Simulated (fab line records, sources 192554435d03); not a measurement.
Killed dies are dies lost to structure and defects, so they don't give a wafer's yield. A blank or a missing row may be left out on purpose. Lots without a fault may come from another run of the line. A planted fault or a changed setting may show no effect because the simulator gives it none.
Chamber matching | flow n5_finfet | N5_BEOL_M3_DEP_57 on pecvd-02: 3 sister chambers
The step deposits SiCN from 3MS/NH3, target thk 8 nm, time 14 s. 6 wafers are shown with their chamber, then 8 later ones without.

WAFERS WITH THEIR CHAMBER
wafer  | chamber | throttle_valve_pct (%) | showerhead_vpp_V (V)
L846.1 | 2       | 9.4                    | 915
L846.6 | 0       | 9.6                    | 926
L848.1 | 0       | 9.7                    | 926
L848.5 | 1       | 8.3                    | 904
L848.6 | 2       | 9.1                    | 918
L847.2 | 1       | 8.8                    | 895

WAFERS WITHOUT THEIR CHAMBER
wafer  | throttle_valve_pct (%) | showerhead_vpp_V (V)
L847.3 | 9.4                    | 924
L847.6 | 9.5                    | 946
L856.1 | 8.5                    | 900
L856.3 | 9.9                    | 946
L856.4 | 9.2                    | 906
L857.1 | 10.0                   | 944
L857.3 | 9.2                    | 911
L857.4 | 8.4                    | 897

WHICH CHAMBER EACH WENT THROUGH
wafer  | from the rows above     | in truth
L847.3 | can't be placed: 0 or 2 | 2
L847.6 | 0                       | 0
L856.1 | 1                       | 1
L856.3 | 0                       | 0
L856.4 | can't be placed: 2 or 1 | 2
L857.1 | 0                       | 0
L857.3 | 2                       | 2
L857.4 | 1                       | 1
Placed correctly: 6 of 8. Can't be placed from these rows: 2 (the true chamber is among the candidates in 2). Placed wrongly: 0.
How it was worked out, from the rows above alone: a wafer's distance from a chamber is the root of the sum, over the readings, of the square of ((its reading less the chamber's mean) divided by the reading's scatter). The wafer belongs to the nearest chamber; if the next one is less than 2 further off, it can't be placed. A chamber's mean is the mean of its shown wafers. The scatter: the root of (the sum of the squares of (reading less its chamber's mean) over the shown wafers, divided by (wafers less chambers)).
